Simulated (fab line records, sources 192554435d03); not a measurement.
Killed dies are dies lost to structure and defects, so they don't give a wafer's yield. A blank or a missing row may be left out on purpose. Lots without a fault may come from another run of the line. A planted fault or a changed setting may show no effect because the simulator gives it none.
Problem report in the 8D (eight disciplines) form, filled by code | flow n5_finfet | the parts of the form that need people (team, actions taken, sign-off) are left out

1. THE PROBLEM
trench_depth_nm at N5_BEOL_M9_OCD_MEAS_38 reads a mean of 25.7 nm on 3 wafers of 2 lots; wafers without a fault read 151.1 nm with a standard deviation of 2.5. That is -50 standard deviations from the usual mean.
First seen on wafer L843.3, day 12 11:01, on ocd-02. The record holds 22 wafers of 8 lots with a number at this step. Rule for "out", or "out of limits": more than 4 standard deviations from the usual mean. The other wafers with a number count as sound.

2. WHAT IT IS AND WHAT IT IS NOT
question                    | is                     | is not
which readings at this step | trench_depth_nm        | -
which lots                  | L843, L845             | L835, L837, L839, L840, L855, L858
which wafers of those lots  | L843.3, L845.3, L845.4 | L845.1
read on which gauges        | ocd-02                 | ocd-01
when                        | from day 12 11:01      | up to then (12 sound wafers); but 7 sound wafers of L845, L855, L858 came after

3. SUSPECTS, AND WHAT RULES EACH OUT
Counting: a tool at a process step up to the reading stays a suspect if it ran every lot that is out. Sound lots after the first of them don't rule it out here, since some wafers of a struck lot are sound.
- the gauge at N5_BEOL_M9_OCD_MEAS_38: ruled out. All the wafers that are out were read on ocd-02, but those of them that N5_PASSIVATION_PROBE_49 has rows for are out there too, on other tools.
- pvd_sputter-02 at N5_BEOL_M9_HM_DEP_02 (deposits TiN, target thk 20 nm): kept. It ran every lot that is out, first L843 (day 12 08:22); its last sound lot up to then is L839 (day 11 10:17).
- rie_diel-02 at N5_BEOL_M9_STRIP_19 (strips in O2): kept. It ran every lot that is out, first L843 (day 12 09:29); its last sound lot up to then is L837 (day 10 23:07).
Left after counting: pvd_sputter-02 at N5_BEOL_M9_HM_DEP_02, rie_diel-02 at N5_BEOL_M9_STRIP_19.

4. THE CAUSE (what the simulator had put in)
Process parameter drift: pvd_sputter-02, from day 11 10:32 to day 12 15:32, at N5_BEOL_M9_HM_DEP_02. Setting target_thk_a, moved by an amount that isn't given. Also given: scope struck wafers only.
Counting left 2 suspects, and this tool is among them.

5. THE CHAIN OF EFFECTS, in route order
Each row: a reading whose mean over the struck wafers that have a number lies more than 3 standard deviations from the usual. Only readings for which the record gives a usual standard deviation are gone through. hours: the time from each lot's start at the first step in this table that gives one to its start at this step, as a median over the lots. sigmas: the change in usual standard deviations.
hours | step                    | reading              | usual     | on struck wafers | change | sigmas
0     | N5_BEOL_M9_VIA_ETCH_34  | oes_product_au       | 0.81 a.u. | 0.36             | -0.45  | -5.4
0     | N5_BEOL_M9_OCD_MEAS_38  | trench_depth_nm      | 151.1 nm  | 25.7             | -125.4 | -50
60    | N5_PASSIVATION_PROBE_49 | defect_limited_yield | 90.5 %    | 10.6             | -80.0  | -47
60    | N5_PASSIVATION_PROBE_49 | killed_at_M4_up      | 14        | 960              | +946   | +99 or more
60    | N5_PASSIVATION_PROBE_49 | killed_dies          | 112       | 1056             | +944   | +45
60    | N5_PASSIVATION_PROBE_49 | killed_on_rim        | 15        | 128              | +113   | +25
60    | N5_PASSIVATION_PROBE_49 | sort_bin_5_function  | 5.6 %     | 85.4             | +79.8  | +66
60    | N5_PASSIVATION_PROBE_49 | sort_n_pass          | 1068      | 124              | -944   | -45
60    | N5_PASSIVATION_PROBE_49 | sort_yield_pct       | 90.5 %    | 10.6             | -80.0  | -44
The process steps in it:
- N5_BEOL_M9_VIA_ETCH_34: etches SiCOH lowk in C4F6/O2, target depth 182.4 nm, time 68.4 s.
- N5_PASSIVATION_PROBE_49

6. WHAT WOULD HAVE CAUGHT IT SOONER
In this record the first reading out of limits at a measuring or inspecting step was taken at day 12 11:01, 24 hours after the fault began at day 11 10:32.
Of the tool readings at N5_BEOL_M9_HM_DEP_02 for which the record gives a usual standard deviation, none was out on any struck wafer, so an alarm limit of 4 standard deviations on them would not have fired.
Of the lots that are out (2), L845 began N5_BEOL_M9_HM_DEP_02 on pvd_sputter-02 after day 12 11:01. A hold on the tool at that time would have spared it.
